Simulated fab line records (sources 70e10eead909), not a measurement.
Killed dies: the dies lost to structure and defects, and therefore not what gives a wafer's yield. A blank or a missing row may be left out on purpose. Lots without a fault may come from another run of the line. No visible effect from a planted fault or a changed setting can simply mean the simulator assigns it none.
Struck lot and sound lot, side by side | flow nand harc | 13 out of 1302 route steps
Sound: wafers L681.3, L681.4, L681.6. Wafers struck: L691.4, L691.5, L691.6. Last of all comes the cause.
At each step with rows: each side's tool, then ch and its chambers, then its first start. Under that, the readings that differ: sound wafers | struck wafers | difference of the means | sigmas: that difference in standard deviations of wafers without a fault.
alike: readings with means less than 2 such deviations apart, plus words and numbers identical on both sides. not compared: withheld readings, readings lacking a value on some wafer, bounds such as >300 that could conceal the same value, and numbers that have no deviation in the record and whose values overlap.
The two part at a step that has a row with sigmas, a row that says differs or no value, or rows on one side only. When numbers do not overlap yet have no deviation, they are printed without sigmas and do not part them. A reading missing from all wafers of one side parts the sides only when that side holds two or more wafers.

first, 1 step without rows for these wafers: NHARC_A_BONDPAD_SRD_21 (time 30 s, dry time 20 s).
NHARC_A_BONDPAD_INSPECT_23:
  sound on defect inspect-02, day 25 14:36; struck on defect inspect-01, day 30 07:02
  reading          | sound       | struck      | difference | sigmas
  raw defect count | 395 421 393 | 638 866 523 | +273       | +2
NHARC_HYBRID_BOND_ACTIVATE_00: chemistry N2, time 60 s.
  sound on rie diel-07 ch 0,1,3, day 25 14:40; struck on rie diel-07 ch 0,2,3, day 30 07:07
  alike: drypump motor current A, oes product au, rf vpp V, showerhead plenum p Torr
  not compared: rf hours counter h
then, 4 steps without rows for these wafers: NHARC_HYBRID_BOND_PRECLEAN_01 (cleans in DIW, time 300 s); NHARC_HYBRID_BOND_SRD_02 (time 30 s, dry time 20 s); NHARC_HYBRID_BOND_BOND_03; NHARC_HYBRID_BOND_ANNEAL_04 (time 7200 s).
NHARC_HYBRID_BOND_OVL_MEAS_05:
  sound on overlay-02, day 25 22:05; struck on overlay-01, day 30 19:17
  alike: overlay x nm, overlay y nm
NHARC_HYBRID_BOND_INSPECT_06: inspects for defects (ir void).
  sound on defect inspect-02, day 25 22:08; struck on defect inspect-01, day 30 19:21
  reading          | sound    | struck      | difference | sigmas
  raw defect count | 26 23 26 | 111 109 131 | +92        | +2
NHARC_THIN_TSV_GRIND_00:
  sound on grinder-01 ch 0, day 25 22:40; struck on grinder-01 ch 0, day 30 20:06
  alike: motor current A
NHARC_THIN_TSV_CMP_01: polishes.
  sound on cmp-04 ch 1,3, day 25 23:31; struck on cmp-02 ch 2,3, day 30 20:45
  no value came back on the struck wafers for edge zone pressure frac, motor current A (A); on the sound wafers edge zone pressure frac reads 1.002 1.005 1.001
NHARC_THIN_TSV_THK_MEAS_02: measures by ir.
  sound on film metro-01, day 25 23:45; struck on film metro-02, day 30 20:59
  reading     | sound          | struck         | difference | sigmas
  thk nm (nm) | 3161 2766 2890 | 6258 6037 6128 | +3202      | +16
then, 1 step without rows for these wafers: NHARC_THIN_TSV_SRD_03.

== WHERE THEY PART ==
At NHARC_A_BONDPAD_INSPECT_23 first; at NHARC_THIN_TSV_THK_MEAS_02 last (within this record only).

WHY: the cause the simulator had injected
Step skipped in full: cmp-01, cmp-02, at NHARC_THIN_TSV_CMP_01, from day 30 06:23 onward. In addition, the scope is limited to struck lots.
